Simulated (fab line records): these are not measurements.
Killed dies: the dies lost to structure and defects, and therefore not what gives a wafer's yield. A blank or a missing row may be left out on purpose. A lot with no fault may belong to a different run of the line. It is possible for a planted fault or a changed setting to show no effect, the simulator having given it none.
Split-lot study	flow n5-finfet	21 wafers read from 7 lots, route of 1938 steps

THE SPLIT ITSELF
At N5_BEOL_M7_COAT_63 (time 60 s, resist thk 60 nm), the setting spin-rpm was moved away from the recipe's 1500 rpm on 8 of the 21 wafers read, by -10.3% to +9.4%. This setting was run at the recipe's value on the other wafers.

FROM THE SPLIT TO THE READING: what the file shows between them, 6 steps
- N5_BEOL_M7_COAT_71: time 60 s, resist thk 5 nm (also split here: spin-rpm)
- N5_BEOL_M7_COAT_22: resist thk 30 nm
- N5_BEOL_M7_EBR_24
- N5_BEOL_M7_DESCUM_33: chemistry O2, time 7 s
- N5_BEOL_M7_ETCH_72: etches underlayer in N2/H2, target depth 6.5 nm, time 5.2 s
- N5_BEOL_M7_ETCH_65: etches SiARC in CF4, target depth 15.6 nm, time 26 s

THE READING
etch.depth-nm (the simulator's own value, which no gauge read), in nm, at N5_BEOL_M7_ETCH_66 (etches SOC in N2/H2, target depth 80 nm, overetch 16 nm, time 120 s). The file gives no usual value for it. The 13 wafers here that ran the recipe average 60.05 nm, standard deviation 0.16 nm.

wafer	tool, chamber at the split	spin-rpm as run, rpm	against the recipe	etch.depth-nm, nm	against lot-mates on the recipe
L077.3	litho-track-05, 0	1346	-10.3%	63.38	+3.31
L077.4	litho-track-05, 0	1500	recipe	60.11	-
L077.6	litho-track-05, 0	1500	recipe	60.03	-
L074.1	litho-track-05, 0	1500	recipe	59.97	-
L074.3	litho-track-05, 0	1560	+4.0%	58.93	-1.04
L074.5	litho-track-05, 0	1560	+4.0%	59.01	-0.96
L081.4	litho-track-05, 0	1500	recipe	60.32	-
L081.5	litho-track-05, 0	1641	+9.4%	57.56	-2.64
L081.6	litho-track-05, 0	1500	recipe	60.09	-
L083.2	litho-track-04, 0	1500	recipe	60.11	-
L083.3	litho-track-04, 0	1500	recipe	60.19	-
L083.6	litho-track-04, 0	1500	recipe	60.01	-
L087.1	litho-track-03, 0	1559	+3.9%	58.87	-1.38
L087.3	litho-track-03, 0	1559	+3.9%	58.95	-1.30
L087.4	litho-track-03, 0	1500	recipe	60.25	-
L093.2	litho-track-04, 0	1500	recipe	59.87	-
L093.4	litho-track-04, 0	1500	recipe	59.74	-
L093.6	litho-track-04, 0	1500	recipe	59.86	-
L096.3	litho-track-03, 0	1500	recipe	60.05	-
L096.4	litho-track-03, 0	1377	-8.2%	62.98	+2.93
L096.6	litho-track-03, 0	1377	-8.2%	62.78	+2.73

FIT RESULTS
A straight line over all 21 wafers: etch.depth-nm changes by -0.311 nm for each +1% of spin-rpm; r = -0.99; the points scatter about the line by 0.19 nm.
The same after taking each lot's own level away (the mean of its wafers on the recipe; 21 wafers): -0.316 nm for each +1%; r = -0.99; scatter 0.14 nm.
On that fit, the largest move of spin-rpm shifts the reading by 3.2 nm.
The span of the lots' own levels, 59.823 to 60.250 nm, comes to 2.7 times the standard deviation stated above.
Consequently the slope shifts little with the lot-to-lot level, the two slopes agreeing.
Check: for one of the wafers moved furthest among these (-10.3%), held out of the fit, the line's prediction against its lot-mates is +3.3 nm. It came out at +3.31 nm against them.

THESE WAFERS: OTHER SPLITS
These wafers also went through other splits before the reading. Each is held against what the fit with the lots' levels taken away leaves over:
other split on the same wafers	wafers away from the commonest value	r with etch.depth-nm (lot level and that fit taken away)
N5_BEOL_M5_COAT_22 spin-rpm	7	-0.10
N5_BEOL_M7_COAT_71 spin-rpm	8	+0.01

THE WHOLE CHAIN: every reading that the file lists as answering this split, in the file's order
step	what it does	reading	change (the file's fit)	r (the file's)
N5_BEOL_M7_COAT_63	time 60 s, resist thk 60 nm	SOC_of_BEOL_M7_COAT_63.thk-nm (the simulator's own value, which no gauge read)	-0.312 nm for each +1% of the setting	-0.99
N5_BEOL_M7_ETCH_66	etches SOC in N2/H2, target depth 80 nm, overetch 16 nm, time 120 s	etch.depth-nm (the simulator's own value, which no gauge read)	-0.312 nm for each +1% of the setting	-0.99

FILE'S OWN FIT
etch.depth-nm changes by -0.312 nm for each +1% of spin-rpm, r = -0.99.
